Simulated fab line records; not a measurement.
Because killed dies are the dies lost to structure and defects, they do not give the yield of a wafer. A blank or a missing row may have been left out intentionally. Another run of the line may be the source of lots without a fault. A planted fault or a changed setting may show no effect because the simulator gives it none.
Chamber matching	flow n5Finfet	N5_BEOL_M10_DESCUM_16 on rieDiel-01 has 4 sister chambers
The step chemistry O2, time 7.9 s. 8 wafers are shown with their chamber, then 9 later ones without.

== WAFERS, EACH WITH ITS CHAMBER ==
wafer	chamber	throttleValvePct (%)	oesProductAu (a.u.)
L081.5	1	20.27	0.90
L082.1	0	20.69	0.70
L084.5	1	20.27	0.88
L083.1	2	20.77	0.76
L083.3	0	20.71	0.70
L085.1	2	20.75	0.76
L085.4	3	20.23	0.82
L085.5	3	20.24	0.82

== WAFERS MISSING THEIR CHAMBER ==
wafer	throttleValvePct (%)	oesProductAu (a.u.)
L086.2	20.70	0.69
L086.4	20.28	0.87
L086.6	20.71	0.70
L091.3	20.32	0.86
L091.4	20.31	0.85
L091.6	20.78	0.75
L092.1	20.78	0.74
L092.2	20.26	0.79
L092.5	20.37	1.01

== WHICH CHAMBER EACH WENT THROUGH ==
wafer	from the rows above	in truth
L086.2	0	0
L086.4	1	1
L086.6	0	0
L091.3	1	1
L091.4	can't be placed: 1 or 3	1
L091.6	2	2
L092.1	2	2
L092.2	3	3
L092.5	1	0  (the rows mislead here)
7 of 9 placed correctly. Unplaceable from these rows: 1, with the true chamber sitting among the candidates in 1. Placed wrongly: 1.
How it was worked out, from the rows above alone: a wafer's distance from a chamber is the root of the sum, over the readings, of the square of ((its reading less the chamber's mean) divided by the reading's scatter). If the next closest chamber is less than 2 further off than the closest, the wafer can't be placed; otherwise it belongs to the closest. A chamber's mean is the mean of its shown wafers. The scatter is the square root of a quotient: the sum, over the shown wafers, of each reading's squared deviation from its chamber's mean, divided by wafers minus chambers.
